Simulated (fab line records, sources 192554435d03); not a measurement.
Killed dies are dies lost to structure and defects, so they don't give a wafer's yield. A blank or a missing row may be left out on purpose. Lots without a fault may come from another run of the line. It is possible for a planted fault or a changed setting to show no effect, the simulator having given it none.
Problem report, 8D (eight disciplines) form, completed by code -- flow n5_finfet -- the parts of the form that need people (team, actions taken, sign-off) are left out

## 1. WHAT WENT WRONG
Wafers without a fault read 39, standard deviation 12; killed_at_front_end at N5_PASSIVATION_PROBE_49 reads a mean of 1120 on 6 wafers belonging to 2 lots. That puts it +90 standard deviations away from the usual mean.
Earliest sighting: wafer L737.2 on prober-01 at day 16 03:29. The record holds 12 wafers of 4 lots with a number at this step. Rule for "out" (also "out of limits"): further than 4 standard deviations from the usual mean. The other wafers with a number count as sound.

## 2. WHAT IT IS, WHAT IT ISN'T
question,is,is not
which readings at this step,"killed_at_front_end, killed_dies, killed_on_rim","killed_at_M0_to_M3, killed_at_M4_up, killed_at_contacts, killed_open, killed_short"
which lots,"L737, L738","L721, L729"
which wafers of those lots,all that have a number,-
read on which tools,"prober-01, prober-02",-
when,from day 16 03:29,up to then (6 sound wafers)

## 3. THE SUSPECTS, EACH WITH WHAT RULES IT OUT
Counting: a tool at any process step up to the reading remains a suspect when it ran all the lots that are out and ran no sound lot after the first of those.
- epi_rpcvd-04 at N5_SD_EPI_P_EPI_21 (deposits SiGe:B, time 355 s): kept. All lots that are out passed through it, beginning with L737 at day 7 12:08, and no sound lot followed; its final sound lot before that point was L729 at day 5 12:28.
Left after counting: epi_rpcvd-04 at N5_SD_EPI_P_EPI_21.

## 4. THE CAUSE (what the simulator had put in)
Beginning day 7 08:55, the whole step at N5_SD_EPI_P_EPI_21 was skipped on epi_rpcvd-04. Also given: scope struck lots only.
This tool alone remained once counting was done.

## 5. THE EFFECT CHAIN, in route order
Rows list readings where the struck wafers' mean (over those with a number) sits beyond 3 standard deviations from the usual. Only readings whose record carries a usual standard deviation are examined. hours: median over the lots of the time between each lot's start at the first step of this table that gives one and its start at this step. sigmas: the change, counted in usual standard deviations.
hours,step,reading,usual,on struck wafers,change,sigmas
0,N5_PASSIVATION_PROBE_49,killed_at_front_end,39,1120,+1081,+90
0,N5_PASSIVATION_PROBE_49,killed_dies,101,1180,+1079,+60
0,N5_PASSIVATION_PROBE_49,killed_on_rim,13,152,+139,+35
Its process steps:
- N5_PASSIVATION_PROBE_49
Readings that are blank on the struck wafers while sound wafers have them: chamber_pressure_Torr at N5_SD_EPI_P_EPI_21.

## 6. WHAT WOULD HAVE CAUGHT IT SOONER
In this record the first reading out of limits was taken at day 16 03:29, 211 hours after the fault began at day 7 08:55.
At N5_SD_EPI_P_EPI_21 the tool's readings are blank on the struck wafers, where sound wafers have them: an empty tool record is the first sign, and it was there at once.
All the lots that are out (2) had begun N5_SD_EPI_P_EPI_21 on epi_rpcvd-04 by day 16 03:29. Tool hold at that time: it would have spared none of them.
